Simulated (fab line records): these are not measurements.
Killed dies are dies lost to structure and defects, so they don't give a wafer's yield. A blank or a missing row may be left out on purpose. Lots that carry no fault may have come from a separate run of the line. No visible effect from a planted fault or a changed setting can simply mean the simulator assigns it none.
What tool caused it? | flow nand harc | 14 lots with 42 wafers sampled at 4 steps, on a route of 1159 steps

== WHAT THE GAUGES READ, wafer by wafer ==
The record holds no reading of a measuring or inspecting step that can be judged against a usual standard deviation.

== EACH LOT AND THE TOOL THAT RAN IT (in order: tool; ch and the chambers of the sampled wafers; start) ==
lot  | NHARC_P_CONTACT_ETCH_35            | NHARC_P_CONTACT_CMP_24        | NHARC_P_M0_PEB_07                 | NHARC_P_M0_ETCH_15
L483 | rie diel-12 ch 1,2,3, day 5 14:02  | cmp-02 ch 0,2,3, day 5 21:51  | litho track-01 ch 0, day 5 23:19  | rie diel-10 ch 0,1,2, no start
L482 | rie diel-12 ch 0,2,3, day 5 15:41  | cmp-04 ch 0,2,3, day 5 22:26  | litho track-04 ch 0, day 5 23:55  | rie diel-10 ch 0,2, no start
L486 | rie diel-02 ch 2,3, day 6 10:30    | cmp-04 ch 0,1,2, day 6 16:18  | litho track-01 ch 0, day 6 17:32  | rie diel-10 ch 0,1,3, no start
L484 | rie diel-12 ch 0,3, day 6 14:47    | cmp-01 ch 0,3, day 6 19:56    | litho track-01 ch 0, day 6 21:11  | rie diel-03 ch 0,1,3, no start
L488 | rie diel-02 ch 1,3, day 6 19:52    | cmp-04 ch 0,1,2, day 6 22:55  | litho track-06 ch 0, day 7 00:08  | rie diel-03 ch 0,1,3, no start
L487 | rie diel-02 ch 2,3, day 6 21:00    | cmp-04 ch 0,1,2, day 6 23:45  | litho track-01 ch 0, day 7 00:56  | rie diel-10 ch 0,1,2, no start
L489 | rie diel-12 ch 1,2,3, day 7 12:11  | cmp-04 ch 0,2,3, day 7 16:26  | litho track-06 ch 0, day 7 17:37  | rie diel-05 ch 0,1,3, no start
L491 | rie diel-12 ch 1,2, day 7 15:35    | cmp-01 ch 0,1,2, day 7 18:13  | litho track-06 ch 0, day 7 19:27  | rie diel-10 ch 1,2,3, no start
L494 | rie diel-12 ch 0,3, day 8 20:04    | cmp-01 ch 2,3, day 9 02:19    | litho track-01 ch 0, day 9 03:41  | rie diel-05 ch 1,2,3, no start
L497 | rie diel-07 ch 1,2, day 9 13:13    | cmp-04 ch 0,1,2, day 9 21:09  | litho track-01 ch 0, day 9 22:21  | rie diel-05 ch 0,1,2, no start
L501 | rie diel-12 ch 1,2, day 10 01:52   | cmp-01 ch 2,3, day 10 04:30   | litho track-04 ch 0, day 10 05:41 | rie diel-10 ch 0,2,3, no start
L503 | rie diel-02 ch 1,3, day 10 17:34   | cmp-01 ch 0,1,2, day 10 21:51 | litho track-06 ch 0, day 10 23:07 | rie diel-10 ch 0,2, no start
L504 | rie diel-12 ch 0,2,3, day 10 23:49 | cmp-04 ch 0,2,3, day 11 05:56 | litho track-06 ch 0, day 11 07:11 | rie diel-03 ch 0,1,2, no start
L505 | rie diel-12 ch 0,1,2, day 11 09:02 | cmp-01 ch 0,1,2, day 11 14:06 | litho track-01 ch 0, day 11 15:09 | rie diel-05 ch 2,3, no start
- NHARC_P_CONTACT_ETCH_35: etches the open film in CF4, target depth 39 nm, time 65 s.
- NHARC_P_CONTACT_CMP_24: polishes, t overpolish 30 s, target thk 200 nm.
- NHARC_P_M0_PEB_07: peb time 65 s.
- NHARC_P_M0_ETCH_15: etches the open film in C4F8/Ar, target depth 150 nm, overetch 15 nm, time 82.5 s.

== WHAT THE TOOLS THEMSELVES READ (means of the sampled wafers that have a number; where no wafer has one, the mark that the record gives instead) ==
NHARC_P_CONTACT_ETCH_35.
lot  | tool        | drypump motor current A (A) | oes product au (a.u.) | rf vpp V (V) | showerhead plenum p Torr (Torr) | throttle valve pct (%)
L483 | rie diel-12 | 5.5                         | 1.008                 | 151.0        | 1.75                            | 13.279
L482 | rie diel-12 | 5.6                         | 1.002                 | 150.2        | 1.73                            | 13.288
L486 | rie diel-02 | 5.7                         | 0.989                 | 152.1        | 1.83                            | 13.280
L484 | rie diel-12 | 5.8                         | 1.018                 | 149.5        | 1.67                            | 13.282
L488 | rie diel-02 | 5.8                         | 1.000                 | 152.4        | 1.85                            | 13.284
L487 | rie diel-02 | 5.8                         | 0.999                 | 151.4        | 1.80                            | 13.278
L489 | rie diel-12 | 5.5                         | 1.014                 | 150.9        | 1.75                            | 13.284
L491 | rie diel-12 | 5.9                         | 1.015                 | 151.3        | 1.77                            | 13.284
L494 | rie diel-12 | 6.3                         | 1.013                 | 150.4        | 1.68                            | 13.286
L497 | rie diel-07 | 5.7                         | 1.002                 | 151.0        | 1.74                            | 13.292
L501 | rie diel-12 | 5.3                         | 1.012                 | 151.8        | 1.81                            | 13.286
L503 | rie diel-02 | 5.8                         | 0.988                 | 151.5        | 1.84                            | 13.283
L504 | rie diel-12 | 5.6                         | 1.006                 | 149.8        | 1.73                            | 13.281
L505 | rie diel-12 | 6.0                         | 1.010                 | 150.6        | 1.75                            | 13.293

NHARC_P_CONTACT_CMP_24.
lot  | tool   | motor current A (A) | overpolish run s (s) | time to endpoint s (s)
L483 | cmp-02 | 11.6                | 29.999               | 38.6
L482 | cmp-04 | 13.5                | 29.998               | 37.6
L486 | cmp-04 | 12.6                | 30.004               | 36.6
L484 | cmp-01 | 11.8                | 30.008               | 38.1
L488 | cmp-04 | 12.5                | 30.001               | 35.8
L487 | cmp-04 | 12.6                | 30.006               | 35.5
L489 | cmp-04 | 13.2                | 30.011               | 35.2
L491 | cmp-01 | 11.9                | 29.999               | 37.6
L494 | cmp-01 | 12.6                | 30.002               | 39.3
L497 | cmp-04 | 12.6                | 29.999               | 37.8
L501 | cmp-01 | 13.3                | 30.002               | 40.2
L503 | cmp-01 | 12.2                | 30.005               | 39.9
L504 | cmp-04 | 13.6                | 29.995               | 37.0
L505 | cmp-01 | 12.4                | 30.005               | 39.0

NHARC_P_M0_PEB_07.
lot  | tool           | heater power total W (W) | plate temp C (C)
L483 | litho track-01 | 156.6                    | 100.01
L482 | litho track-04 | 156.4                    | 100.04
L486 | litho track-01 | 156.4                    | 100.05
L484 | litho track-01 | 156.5                    | 100.12
L488 | litho track-06 | 156.2                    | 100.35
L487 | litho track-01 | 156.6                    | 99.95
L489 | litho track-06 | 152.6                    | 98.11
L491 | litho track-06 | 152.8                    | 98.22
L494 | litho track-01 | 156.1                    | 100.07
L497 | litho track-01 | 156.8                    | 100.09
L501 | litho track-04 | 156.9                    | 99.91
L503 | litho track-06 | 156.7                    | 100.07
L504 | litho track-06 | 156.8                    | 99.85
L505 | litho track-01 | 156.9                    | 99.94

NHARC_P_M0_ETCH_15.
lot  | tool        | oes product au (a.u.) | rf vpp V (V)
L483 | rie diel-10 | 0.966                 | 441.8
L482 | rie diel-10 | 0.922                 | 441.0
L486 | rie diel-10 | 0.927                 | 442.2
L484 | rie diel-03 | 0.963                 | 438.8
L488 | rie diel-03 | 0.959                 | 438.6
L487 | rie diel-10 | 0.934                 | 442.1
L489 | rie diel-05 | 0.977                 | 440.3
L491 | rie diel-10 | 0.931                 | 441.8
L494 | rie diel-05 | 0.966                 | 438.5
L497 | rie diel-05 | 0.968                 | 440.6
L501 | rie diel-10 | 0.970                 | 442.0
L503 | rie diel-10 | 0.978                 | 441.6
L504 | rie diel-03 | 0.973                 | 438.6
L505 | rie diel-05 | 0.975                 | 437.7

== THE ANSWER, worked out from the rows above alone ==
Rule: what is usual is taken from the lots themselves. The widest of any qualifying gaps counts: lots, ordered by their means at a reading, are off when they make up no more than a third of the lots, leave a main group of 4 or more, and stand apart from it by 3 or more times the standard deviation of that group's means. A main group whose means are all the same, to the digits that the tables above print for the reading, isn't used. Also off: a lot with no number at a reading for which 4 or more lots have one. Where the step has rows for the other lots, those lots are counted as sound. First the gauges in route order, then the tools' own readings, where a lot's mean is used as printed above. The first step at which some lot is off is used, and at that step the reading that is off furthest; a lot without a number counts as furthest.
Off: L489, L491 (NHARC_P_M0_PEB_07, plate temp C). The main group: mean 100.04 C, standard deviation 0.12.
A tool fits if, at that step or a process step before it, it ran every lot that is off, and no sound lot after the first of them. Not one of the candidates tried fits.

== WHAT HAD BEEN PUT IN BY THE SIMULATOR ==
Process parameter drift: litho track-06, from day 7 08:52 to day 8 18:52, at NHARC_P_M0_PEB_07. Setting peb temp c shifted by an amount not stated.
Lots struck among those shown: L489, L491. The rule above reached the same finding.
